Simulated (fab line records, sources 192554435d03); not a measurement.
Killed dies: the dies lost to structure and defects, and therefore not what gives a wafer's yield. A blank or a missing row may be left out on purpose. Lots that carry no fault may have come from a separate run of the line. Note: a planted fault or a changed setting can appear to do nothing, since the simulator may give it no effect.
Struck lot and sound lot, side by side ; flow n5 finfet ; 24 steps out of a route of 1938
Sound: these wafers, L661.1, L661.3, L661.5. Wafers struck: L657.1, L657.2, L657.3. Last of all comes the cause.
Each step with rows lists, per side, the tool, then ch with its chambers, then its first start. Under that, the readings that differ: sound wafers ; struck wafers ; difference of the means ; sigmas: that difference in standard deviations of wafers without a fault.
alike: words and numbers the same on both sides, and readings whose means are apart by under 2 such deviations; not compared: readings that were withheld, readings missing a value for some wafer, numbers with overlapping values and no deviation given by the record, and bounds like >300 which may hide the same value.
A row with sigmas, a row that says differs or no value, or rows on one side alone: a step with any of these is where the two part. Numbers that have no deviation but don't overlap get no sigmas and don't part them. Lack of a reading on every wafer of one side parts them only where that side has two or more wafers.

first, 11 steps without rows for these wafers: N5_WELL_APT_RTA_34 (time 10 s); N5_WELL_APT_OXIDE_STRIP_42 (strips SiO2 in dHF, time 45 s, target depth 12 nm); N5_WELL_APT_PRECLEAN_36 (cleans in O3/DIW, time 45 s); N5_WELL_APT_PRECLEAN_39 (cleans in dHF, time 60 s); N5_WELL_APT_SRD_37 (time 30 s); N5_WELL_APT_EPI_41 (deposits Si from SiH4/H2, target thk 50 nm, time 297.7 s); N5_PMOS_HMC_CHANNEL_EPI_HM_DEP_34 (deposits SiO2 from TEOS/O2, target thk 36 nm, time 6.9 s); N5_PMOS_HMC_CHANNEL_EPI_COAT_31 (time 60 s, resist thk 66 nm); N5_PMOS_HMC_CHANNEL_EPI_COAT_03 (resist thk 205 nm); N5_PMOS_HMC_CHANNEL_EPI_EBR_05; N5_PMOS_HMC_CHANNEL_EPI_SOFTBAKE_04 (time 60 s).
N5_PMOS_HMC_CHANNEL_EPI_EXPOSE_06: exposes mask PMOS HMC BLK, target cd 240 nm.
  sound on arfi scanner-01 ch 0, day 6 16:52; struck on arfi scanner-02 ch 0, day 5 17:16
reading;sound;struck;difference;sigmas
exposure dose mJ cm2;40.95 40.93 40.98;39.57 39.62 39.59;-1.36;-36
  alike: mask
then, 2 steps without rows for these wafers: N5_PMOS_HMC_CHANNEL_EPI_PEB_07 (peb time 60 s); N5_PMOS_HMC_CHANNEL_EPI_DEVELOP_08 (develop time 30 s).
N5_PMOS_HMC_CHANNEL_EPI_DESCUM_14: chemistry O2, time 7.9 s.
  sound on rie diel-05 ch 0,1,3, day 6 17:16; struck on rie diel-06 ch 1,2,3, day 5 17:32
reading;sound;struck;difference;sigmas
model.PMOS_HMC_CHANNEL_EPI.cd nm (nm);236.8 236.6 238.3;232.1 232.2 231.2;-5.4;
  alike: drypump motor current A, oes product au, rf vpp V, showerhead plenum p Torr, throttle valve pct
  not compared: rf hours counter h
then, 5 steps without rows for these wafers: N5_PMOS_HMC_CHANNEL_EPI_ETCH_32 (etches BARC in N2/H2, stops on SiO2, target depth 85.8 nm, time 50.3 s); N5_PMOS_HMC_CHANNEL_EPI_HM_OPEN_15 (chemistry CHF3/O2, target SiO2, target depth 40.6 nm, time 20.3 s); N5_PMOS_HMC_CHANNEL_EPI_STRIP_33 (strips in N2/H2); N5_PMOS_HMC_CHANNEL_EPI_STRIP_17 (strips in SPM, time 750 s); N5_PMOS_HMC_CHANNEL_EPI_ETCH_38 (etches SiO2 in CF4, target depth 1.5 nm).
N5_PMOS_HMC_CHANNEL_EPI_FIN_RECESS_16: chemistry HBr/Cl2, target Si, target depth 54 nm, time 18 s.
  sound on rie si-06 ch 1,2, day 6 17:44; struck on rie si-03 ch 0,1,2, day 5 18:00
reading;sound;struck;difference;sigmas
model.PMOS_HMC_CHANNEL_EPI.cd nm (nm);240.3 237.7 241.5;235.4 235.4 235.4;-4.4;
  alike: drypump motor current A, oes product au, throttle valve pct
  not compared: rf hours counter h
then, 1 step without rows for these wafers: N5_PMOS_HMC_CHANNEL_EPI_PRECLEAN_36 (cleans in O3/DIW, time 45 s).
-- record jumps: 6 days separate the struck wafers' starts on either side; left off in module PMOS_HMC_CHANNEL_EPI, taken up again in module BEOL_M4, whose first shown step is the route's number 1111 --
N5_BEOL_M4_RC_MEAS_101:
  sound on prober-01 ch 0, day 12 21:28; struck on prober-01 ch 0, day 11 18:53
  alike: DIBL_N, DIBL_P, IOFF_N, IOFF_P, ION_N, ION_P, SS_N, SS_P, VT_N, VT_P
N5_PASSIVATION_PROBE_49:
  the record holds rows for the sound wafers here (prober-01, day 17 08:01) but none for the struck ones

== WHERE THEY PART ==
First at N5_PMOS_HMC_CHANNEL_EPI_EXPOSE_06; last, within this record, at N5_PASSIVATION_PROBE_49.

WHY: the cause the simulator had injected
Process parameters drifting: arfi scanner-02 at N5_PMOS_HMC_CHANNEL_EPI_EXPOSE_06, beginning at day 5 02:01. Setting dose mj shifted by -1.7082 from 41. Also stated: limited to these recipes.
